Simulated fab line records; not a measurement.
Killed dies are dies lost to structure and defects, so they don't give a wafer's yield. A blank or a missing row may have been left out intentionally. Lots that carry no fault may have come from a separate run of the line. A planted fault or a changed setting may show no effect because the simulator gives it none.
Which of the tools did it? -- flow nandHarc -- 33 wafers from 11 lots sampled at 5 of the route's 1159 steps

WHAT THE GAUGES READ, wafer by wafer
NHARC_END_SORT_01.
lot,measured,on,killedAtArray,killedAtOther,killedAtPeriphery,killedDies,killedOpen,killedShort
L526,day 19 16:58,prober-02,27 26 31,1 1 0,4 3 2,32 30 33,3 3 2,1 1 2
L528,day 19 17:01,prober-01,16 23 19,0 0 3,1 3 1,17 26 23,4 3 3,2 2 2
L529,day 20 08:45,prober-02,10 12 12,0 0 0,0 2 4,10 14 16,5 4 3,0 0 4
L535,day 21 18:46,prober-02,37 31 38,1 0 1,2 3 1,40 34 40,0 6 5,2 0 4
L534,day 21 09:57,prober-01,15 16 12,1 0 1,2 5 2,18 21 15,2 3 4,2 3 1
L538,day 22 20:36,prober-01,23 31 27,0 0 1,3 5 2,26 36 30,2 2 2,2 3 3
L542,day 23 20:28,prober-01,64 45 41,0 0 0,7 7 1,71 52 42,3 6 2,4 4 3
L545,day 24 03:31,prober-01,27 22 21,1 1 0,2 1 1,30 24 22,2 2 0,1 0 1
L549,day 24 11:31,prober-02,31 31 21,1 1 0,1 4 1,33 36 22,1 4 0,3 0 3
L548,day 25 01:19,prober-01,17 28 20,0 0 1,3 0 0,20 28 21,5 2 3,2 2 3
L547,day 24 11:31,prober-01,26 36 35,1 0 2,5 8 3,32 44 40,2 3 1,2 0 2

TOOL THAT RAN EACH LOT (tool first, then ch and the chambers of the sampled wafers, then the start)
lot,NHARC_A_STAIRCASE_TRIM_12,NHARC_A_STAIRCASE_TRIM_22,NHARC_A_STAIRCASE_TRIM_24,NHARC_A_STAIRCASE_TRIM_26
L526,"rieDiel-02 ch 0,1,2, day 10 11:56","rieDiel-06 ch 1,2,3, day 10 14:29 or earlier","rieDiel-06 ch 0,1,3, day 10 14:29 or earlier","rieDiel-06 ch 0,2,3, day 10 14:29"
L528,"rieDiel-02 ch 1,2,3, day 10 22:49","rieDiel-02 ch 0,1,3, day 11 00:39 or earlier","rieDiel-02 ch 0,1, day 11 00:39 or earlier","rieDiel-02 ch 2,3, day 11 00:39"
L529,"rieDiel-02 ch 0,1,3, day 11 11:51","rieDiel-02 ch 1,2,3, day 11 13:43 or earlier","rieDiel-02 ch 0,1,3, day 11 13:43 or earlier","rieDiel-02 ch 0,1,3, day 11 13:43"
L535,"rieDiel-06 ch 1,3, day 12 18:01","rieDiel-02 ch 0,1,2, day 12 20:23 or earlier","rieDiel-02 ch 0,2, day 12 20:23 or earlier","rieDiel-02 ch 0,1, day 12 20:23"
L534,"rieDiel-06 ch 0,2,3, day 12 18:20","rieDiel-06 ch 0,1,3, day 12 20:17 or earlier","rieDiel-06 ch 1,2,3, day 12 20:17 or earlier","rieDiel-06 ch 0,1,2, day 12 20:17"
L538,"rieDiel-02 ch 0,1,3, day 14 00:26","rieDiel-06 ch 1,3, day 14 03:52 or earlier","rieDiel-06 ch 2,3, day 14 03:52 or earlier","rieDiel-06 ch 0,1, day 14 03:52"
L542,"rieDiel-13 ch 1,2, day 15 00:07","rieDiel-02 ch 1,3, day 15 02:50 or earlier","rieDiel-02 ch 1,2, day 15 02:50 or earlier","rieDiel-02 ch 1,2,3, day 15 02:50"
L545,"rieDiel-02 ch 1,2, day 15 06:29","rieDiel-02 ch 0,2,3, day 15 08:31 or earlier","rieDiel-02 ch 0,1,3, day 15 08:31 or earlier","rieDiel-02 ch 1,2, day 15 08:31"
L549,"rieDiel-06 ch 2,3, day 15 23:13","rieDiel-06 ch 0,1,2, day 16 00:58 or earlier","rieDiel-06 ch 0,2, day 16 00:58 or earlier","rieDiel-06 ch 1,2,3, day 16 00:58"
L548,"rieDiel-13 ch 0,1,3, day 15 23:39","rieDiel-06 ch 1,2,3, day 16 02:01 or earlier","rieDiel-06 ch 1,2,3, day 16 02:01 or earlier","rieDiel-06 ch 1,2,3, day 16 02:01"
L547,"rieDiel-02 ch 0,1,2, day 16 12:31","rieDiel-13 ch 0,2,3, day 16 15:47 or earlier","rieDiel-13 ch 0,3, day 16 15:47 or earlier","rieDiel-13 ch 1,3, day 16 15:47"
- NHARC_A_STAIRCASE_TRIM_12: chemistry O2, time 211.2 s.
- NHARC_A_STAIRCASE_TRIM_22: chemistry O2, time 211.2 s.
- NHARC_A_STAIRCASE_TRIM_24: chemistry O2, time 211.2 s.
- NHARC_A_STAIRCASE_TRIM_26: chemistry O2, time 211.2 s.

AS READ BY THE TOOLS THEMSELVES (means over the sampled wafers that have a number; for cases with no such wafer, the mark the record gives instead)
NHARC_A_STAIRCASE_TRIM_12.
lot,tool,drypumpMotorCurrentA (A),mfcArSccm (sccm),oesProductAu (a.u.),rfVppV (V),showerheadPlenumPTorr (Torr),throttleValvePct (%)
L526,rieDiel-02,5.9,0.003,1.008,57.4,3.52,17.043
L528,rieDiel-02,5.8,0.000,1.009,58.4,3.61,17.040
L529,rieDiel-02,6.1,0.003,1.008,57.9,3.49,17.038
L535,rieDiel-06,6.0,0.013,0.998,57.6,3.39,17.030
L534,rieDiel-06,5.5,0.013,0.992,57.3,3.51,17.035
L538,rieDiel-02,6.1,0.003,0.995,58.2,3.48,17.037
L542,rieDiel-13,5.6,0.011,0.989,58.2,3.44,17.036
L545,rieDiel-02,5.8,0.000,1.006,56.7,3.57,17.037
L549,rieDiel-06,5.7,0.019,0.997,58.4,3.62,17.035
L548,rieDiel-13,5.5,0.010,1.001,58.2,3.49,17.036
L547,rieDiel-02,5.9,0.003,0.997,58.0,3.49,17.036

NHARC_A_STAIRCASE_TRIM_22.
lot,tool,drypumpMotorCurrentA (A),mfcArSccm (sccm),oesProductAu (a.u.),rfVppV (V),showerheadPlenumPTorr (Torr),throttleValvePct (%)
L526,rieDiel-06,5.8,0.013,0.998,57.8,3.39,17.040
L528,rieDiel-02,6.1,0.003,1.005,57.5,3.49,17.036
L529,rieDiel-02,5.7,0.000,1.012,57.5,3.61,17.049
L535,rieDiel-02,5.9,0.003,1.005,57.5,3.51,17.032
L534,rieDiel-06,5.7,0.007,0.998,56.5,3.42,17.038
L538,rieDiel-06,6.0,0.013,0.996,57.7,3.38,17.040
L542,rieDiel-02,6.0,0.000,1.012,58.5,3.55,17.036
L545,rieDiel-02,5.9,0.003,1.009,58.4,3.52,17.036
L549,rieDiel-06,5.5,0.006,0.997,57.6,3.58,17.033
L548,rieDiel-06,5.8,0.013,0.998,57.2,3.54,17.043
L547,rieDiel-13,5.5,0.001,0.991,57.7,3.43,17.034

NHARC_A_STAIRCASE_TRIM_24.
lot,tool,drypumpMotorCurrentA (A),mfcArSccm (sccm),oesProductAu (a.u.),rfVppV (V),showerheadPlenumPTorr (Torr),throttleValvePct (%)
L526,rieDiel-06,5.7,0.007,1.010,57.8,3.43,17.033
L528,rieDiel-02,6.3,0.006,1.000,57.6,3.39,17.036
L529,rieDiel-02,6.1,0.003,1.004,57.8,3.49,17.037
L535,rieDiel-02,5.7,0.003,1.011,58.7,3.56,17.029
L534,rieDiel-06,5.9,0.013,0.999,57.3,3.55,17.041
L538,rieDiel-06,5.8,0.019,0.992,58.1,3.46,17.035
L542,rieDiel-02,5.6,0.000,1.007,58.4,3.62,17.050
L545,rieDiel-02,6.1,0.003,1.003,58.4,3.47,17.046
L549,rieDiel-06,5.2,0.006,0.994,58.1,3.53,17.037
L548,rieDiel-06,5.8,0.013,1.008,57.0,3.54,17.034
L547,rieDiel-13,5.3,0.000,1.000,58.1,3.43,17.035

NHARC_A_STAIRCASE_TRIM_26.
lot,tool,drypumpMotorCurrentA (A),mfcArSccm (sccm),oesProductAu (a.u.),rfVppV (V),showerheadPlenumPTorr (Torr),throttleValvePct (%)
L526,rieDiel-06,5.5,0.013,0.993,57.6,3.34,17.030
L528,rieDiel-02,5.6,0.000,1.017,58.4,3.66,17.035
L529,rieDiel-02,6.1,0.003,1.009,57.8,3.49,17.037
L535,rieDiel-02,6.2,0.006,1.012,57.7,3.38,17.036
L534,rieDiel-06,5.5,0.006,1.004,58.0,3.59,17.038
L538,rieDiel-06,5.7,0.000,1.001,58.1,3.50,17.037
L542,rieDiel-02,5.7,0.000,1.174,58.1,3.60,17.031
L545,rieDiel-02,5.8,0.000,1.173,57.6,3.57,17.035
L549,rieDiel-06,5.8,0.013,1.006,58.1,3.54,17.039
L548,rieDiel-06,5.8,0.013,1.005,57.4,3.54,17.036
L547,rieDiel-13,5.7,0.010,1.003,58.4,3.55,17.030

THE ANSWER, worked out from the rows above alone
Rule: usual is defined by the lots themselves. Put in order of their means at a reading, lots are off if they are a third of the lots or fewer, leave a main group of 4 or more, and stand apart from it by a gap of 3 or more times the standard deviation of the main group's means; of several such gaps the widest counts. A main group is skipped when, at the precision printed for the reading in the tables above, its means are all equal. A lot without any number at a reading at which 4 lots or more have one is off too. Where the step has rows for the other lots, those lots are counted as sound. First the gauges in route order, then the tools' own readings, where a lot's mean is used as printed above. The first step at which some lot is off is used, and at that step the reading that is off furthest; a lot without a number counts as furthest.
Off: L542, L545, at NHARC_A_STAIRCASE_TRIM_26 (oesProductAu). Main group: mean 1.006 a.u., sd 0.0064.
A tool fits if, at that step or a process step before it, it ran every lot that is off, and no sound lot after the first of them. With no start given for some of its lots, NHARC_A_STAIRCASE_TRIM_22 uses the hours and lot order of NHARC_A_STAIRCASE_TRIM_26. With no start given for some of its lots, NHARC_A_STAIRCASE_TRIM_24 uses the hours and lot order of NHARC_A_STAIRCASE_TRIM_26. One fits: NHARC_A_STAIRCASE_TRIM_22 and NHARC_A_STAIRCASE_TRIM_24 and NHARC_A_STAIRCASE_TRIM_26 on rieDiel-02. At NHARC_A_STAIRCASE_TRIM_22 its last sound lot is L535 (day 12 20:23), its first lot that is off L542 (day 15 02:50): a fault that began between those two fits.

WHAT HAD BEEN PUT IN BY THE SIMULATOR
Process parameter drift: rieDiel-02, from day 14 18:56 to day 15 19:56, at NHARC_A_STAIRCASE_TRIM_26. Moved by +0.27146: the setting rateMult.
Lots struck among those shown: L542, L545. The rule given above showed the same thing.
